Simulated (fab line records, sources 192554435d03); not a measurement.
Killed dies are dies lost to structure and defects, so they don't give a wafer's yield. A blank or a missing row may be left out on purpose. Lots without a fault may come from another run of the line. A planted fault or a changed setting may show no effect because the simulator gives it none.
Chamber matching | flow n5_finfet | N5_BEOL_M0_SAQP_STRIP_75 on rie_diel-03: 4 sister chambers
The step strips in CF4. 8 wafers are shown with their chamber, then 7 later ones without.

WAFERS WITH THEIR CHAMBER
wafer  | chamber | showerhead_plenum_p_Torr (Torr) | throttle_valve_pct (%)
L076.4 | 1       | 1.89                            | 13.38
L076.5 | 2       | 1.90                            | 13.31
L078.6 | 1       | 1.89                            | 13.42
L082.2 | 2       | 1.90                            | 13.35
L082.3 | 3       | 1.79                            | 13.89
L082.4 | 0       | 1.77                            | 13.42
L087.1 | 3       | 1.79                            | 13.93
L087.2 | 0       | 1.76                            | 13.44

WAFERS WITHOUT THEIR CHAMBER
wafer  | showerhead_plenum_p_Torr (Torr) | throttle_valve_pct (%)
L087.3 | 1.89                            | 13.44
L089.1 | 1.90                            | 13.37
L089.2 | 1.89                            | 13.47
L089.5 | 1.89                            | 13.46
L093.1 | 1.89                            | 13.39
L093.3 | 1.88                            | 13.49
L093.4 | 1.90                            | 13.36

WHICH CHAMBER EACH WENT THROUGH
wafer  | from the rows above     | in truth
L087.3 | 1                       | 1
L089.1 | can't be placed: 2 or 1 | 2
L089.2 | 1                       | 1
L089.5 | 1                       | 1
L093.1 | 1                       | 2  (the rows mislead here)
L093.3 | 1                       | 1
L093.4 | 2                       | 2
Placed correctly: 5 of 7. Can't be placed from these rows: 1 (the true chamber is among the candidates in 1). Placed wrongly: 1.
How it was worked out, from the rows above alone: a wafer's distance from a chamber is the root of the sum, over the readings, of the square of ((its reading less the chamber's mean) divided by the reading's scatter). The wafer belongs to the nearest chamber; if the next one is less than 2 further off, it can't be placed. A chamber's mean is the mean of its shown wafers. The scatter: the root of (the sum of the squares of (reading less its chamber's mean) over the shown wafers, divided by (wafers less chambers)).
